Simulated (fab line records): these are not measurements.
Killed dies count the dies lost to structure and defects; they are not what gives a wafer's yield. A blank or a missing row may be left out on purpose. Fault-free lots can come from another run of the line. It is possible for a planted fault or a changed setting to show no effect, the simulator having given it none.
Chamber matching -- flow nandHarc -- NHARC_P_CONTACT_DESCUM_17 on rieDiel-04 has 4 sister chambers
The step chemistry O2, time 3 s. 8 wafers are shown with their chamber, then 9 later ones without.

WAFERS PAIRED WITH THEIR CHAMBERS
wafer,chamber,drypumpMotorCurrentA (A),rfVppV (V)
L085.3,2,5.7,58.5
L086.1,2,5.8,58.1
L086.3,0,6.0,57.3
L088.3,0,5.9,57.7
L088.6,3,5.4,56.4
L089.2,1,5.7,57.7
L089.3,3,5.5,57.1
L089.6,1,5.7,56.7

WAFERS WHOSE CHAMBER IS MISSING
wafer,drypumpMotorCurrentA (A),rfVppV (V)
L091.1,5.5,56.9
L091.3,6.0,57.6
L091.6,5.8,58.2
L093.1,5.5,58.8
L093.4,5.5,58.2
L093.5,5.7,56.4
L095.1,5.7,57.1
L095.3,5.5,56.8
L095.5,5.5,57.5

CHAMBER TAKEN BY EACH
wafer,from the rows above,in truth
L091.1,3,3
L091.3,0,0
L091.6,can't be placed: 2 or 1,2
L093.1,can't be placed: 2 or 3 or 1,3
L093.4,can't be placed: 3 or 1 or 2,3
L093.5,1,1
L095.1,1,1
L095.3,3,3
L095.5,can't be placed: 3 or 1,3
Correctly placed: 5 of 9. Unplaceable from these rows: 4, with the true chamber sitting among the candidates in 4. Number placed wrongly: 0.
How it was worked out, from the rows above alone: a wafer's distance from a chamber is the root of the sum, over the readings, of the square of ((its reading less the chamber's mean) divided by the reading's scatter). If the next closest chamber is less than 2 further off than the closest, the wafer can't be placed; otherwise it belongs to the closest. Each chamber's mean is taken over the wafers shown for it. The scatter: the root of (the sum of the squares of (reading less its chamber's mean) over the shown wafers, divided by (wafers less chambers)).
